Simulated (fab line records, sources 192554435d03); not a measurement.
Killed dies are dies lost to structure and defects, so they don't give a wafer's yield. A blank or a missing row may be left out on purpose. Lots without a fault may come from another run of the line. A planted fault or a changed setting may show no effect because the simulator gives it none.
Chamber matching | flow n5_finfet | N5_BEOL_M7_ETCH_65 on rie_diel-05: 4 sister chambers
The step etches SiARC in CF4, target depth 15.6 nm, time 26 s. 4 wafers are shown with their chamber, then 10 later ones without.

WAFERS WITH THEIR CHAMBER
wafer  | chamber | drypump_motor_current_A (A)
L081.3 | 2       | 6.2
L085.3 | 3       | 6.4
L085.6 | 0       | 5.8
L089.4 | 1       | 5.3

WAFERS WITHOUT THEIR CHAMBER
wafer  | drypump_motor_current_A (A)
L089.5 | 6.3
L090.1 | 5.3
L090.4 | 6.2
L090.5 | 6.4
L092.1 | 5.3
L092.2 | 6.2
L092.5 | 6.3
L091.1 | 5.8
L091.4 | 5.4
L091.6 | 6.2

WHICH CHAMBER EACH WENT THROUGH
wafer  | from the rows above     | in truth
L089.5 | can't be placed: 2 or 3 | 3
L090.1 | 1                       | 1
L090.4 | 2                       | 2
L090.5 | 3                       | 3
L092.1 | 1                       | 1
L092.2 | 2                       | 2
L092.5 | can't be placed: 2 or 3 | 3
L091.1 | 0                       | 0
L091.4 | 1                       | 1
L091.6 | 2                       | 2
Placed correctly: 8 of 10. Can't be placed from these rows: 2 (the true chamber is among the candidates in 2). Placed wrongly: 0.
How it was worked out, from the rows above alone: a wafer's distance from a chamber is the root of the sum, over the readings, of the square of ((its reading less the chamber's mean) divided by the reading's scatter). The wafer belongs to the nearest chamber; if the next one is less than 2 further off, it can't be placed. A chamber's mean is the mean of its shown wafers. The scatter: with one shown wafer a chamber, the root of the mean of the squares of how far each hidden wafer lies from its nearest shown one.
